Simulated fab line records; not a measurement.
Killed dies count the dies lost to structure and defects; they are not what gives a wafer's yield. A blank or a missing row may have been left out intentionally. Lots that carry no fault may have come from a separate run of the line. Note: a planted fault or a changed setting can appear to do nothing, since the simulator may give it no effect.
Chamber matching	flow nandHarc	NHARC_A_CONTACT_ETCH_102 on rieDiel-12 has 4 sister chambers
The step etches the open film in CF4/O2, target depth 100 nm, overetch 10 nm, time 55 s. 16 wafers are shown with their chamber, then 8 later ones without.

WAFERS WITH THEIR CHAMBER
wafer	chamber	showerheadPlenumPTorr (Torr)	drypumpMotorCurrentA (A)	rfVppV (V)
L420.2	1	1.28	5.8	197.3
L420.3	0	1.26	5.2	195.3
L420.5	1	1.28	5.8	196.8
L421.2	0	1.26	5.2	195.1
L421.4	3	1.36	5.7	199.4
L421.6	1	1.28	5.8	196.3
L422.1	1	1.28	5.8	196.9
L422.3	2	1.26	6.3	194.7
L422.4	0	1.26	5.2	196.1
L424.1	2	1.26	6.4	195.0
L424.2	0	1.26	5.2	196.5
L424.5	1	1.28	5.8	196.6
L426.2	2	1.26	6.3	195.4
L426.4	2	1.26	6.3	196.1
L426.6	3	1.36	5.7	197.7
L434.3	0	1.25	5.2	195.3

SIGNATURES (averages over the wafers above)
reading	chamber 0	chamber 1	chamber 2	chamber 3	scatter within a chamber
showerheadPlenumPTorr	1.2580	1.2800	1.2600	1.3600	0.00258
drypumpMotorCurrentA	5.200	5.800	6.325	5.700	0.025
rfVppV	195.660	196.780	195.300	198.550	0.617
Rule: a wafer's distance from a chamber is the root of the sum, over the readings, of the square of ((its reading less the chamber's mean) divided by the reading's scatter). The wafer belongs to the nearest chamber; if the next one is less than 2 further off, it can't be placed. The scatter: the root of (the sum of the squares of (reading less its chamber's mean) over the shown wafers, divided by (wafers less chambers)).

WAFERS MISSING THEIR CHAMBER
wafer	showerheadPlenumPTorr (Torr)	drypumpMotorCurrentA (A)	rfVppV (V)
L434.4	1.35	5.7	197.2
L434.5	1.28	5.8	197.3
L438.1	1.28	5.8	196.3
L438.2	1.25	6.3	195.6
L438.4	1.25	5.2	196.0
L442.3	1.25	6.4	194.3
L442.4	1.28	5.8	197.7
L442.5	1.25	5.2	196.3

CHAMBER TAKEN BY EACH
wafer	from the rows above	in truth
L434.4	3	3
L434.5	1	1
L438.1	1	1
L438.2	2	2
L438.4	0	0
L442.3	2	2
L442.4	1	1
L442.5	0	0
Correctly placed: 8 of 8. Left unplaced by these rows: 0. Wrongly placed: 0.
